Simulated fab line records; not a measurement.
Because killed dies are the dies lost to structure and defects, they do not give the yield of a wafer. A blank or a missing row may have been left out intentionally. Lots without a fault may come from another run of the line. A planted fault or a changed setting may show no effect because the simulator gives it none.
Matching of chambers :: flow nandHarc :: 3 sister chambers for NHARC_A_ONON_D1_DEP_33 on pecvd-01
The step deposits SiO2, target thk 200 nm. 3 wafers are shown with their chamber, then 7 later ones without.

## WAFERS, EACH WITH ITS CHAMBER
wafer: L286.6
chamber: 0
heaterPowerW (W): 766

wafer: L287.1
chamber: 2
heaterPowerW (W): 581

wafer: L287.3
chamber: 1
heaterPowerW (W): 368

## WAFERS WHOSE CHAMBER IS MISSING
wafer: L287.5
heaterPowerW (W): 611

wafer: L290.1
heaterPowerW (W): 565

wafer: L290.2
heaterPowerW (W): 774

wafer: L290.6
heaterPowerW (W): 756

wafer: L291.2
heaterPowerW (W): 583

wafer: L291.5
heaterPowerW (W): 372

wafer: L291.6
heaterPowerW (W): 604

## EACH ONE'S CHAMBER
wafer: L287.5
from the rows above: 2
in truth: 2

wafer: L290.1
from the rows above: 2
in truth: 2

wafer: L290.2
from the rows above: 0
in truth: 0

wafer: L290.6
from the rows above: 0
in truth: 0

wafer: L291.2
from the rows above: 2
in truth: 2

wafer: L291.5
from the rows above: 1
in truth: 1

wafer: L291.6
from the rows above: 2
in truth: 2
Correct placement for 7 of the 7. Not placeable from these rows: 0. Wrongly placed: 0.
How it was worked out, from the rows above alone: a wafer's distance from a chamber is the root of the sum, over the readings, of the square of ((its reading less the chamber's mean) divided by the reading's scatter). If the next closest chamber is less than 2 further off than the closest, the wafer can't be placed; otherwise it belongs to the closest. Each chamber's mean is taken over the wafers shown for it. The scatter (one wafer shown for each chamber): square how far every hidden wafer sits from the nearest shown wafer, average those squares and take the square root.
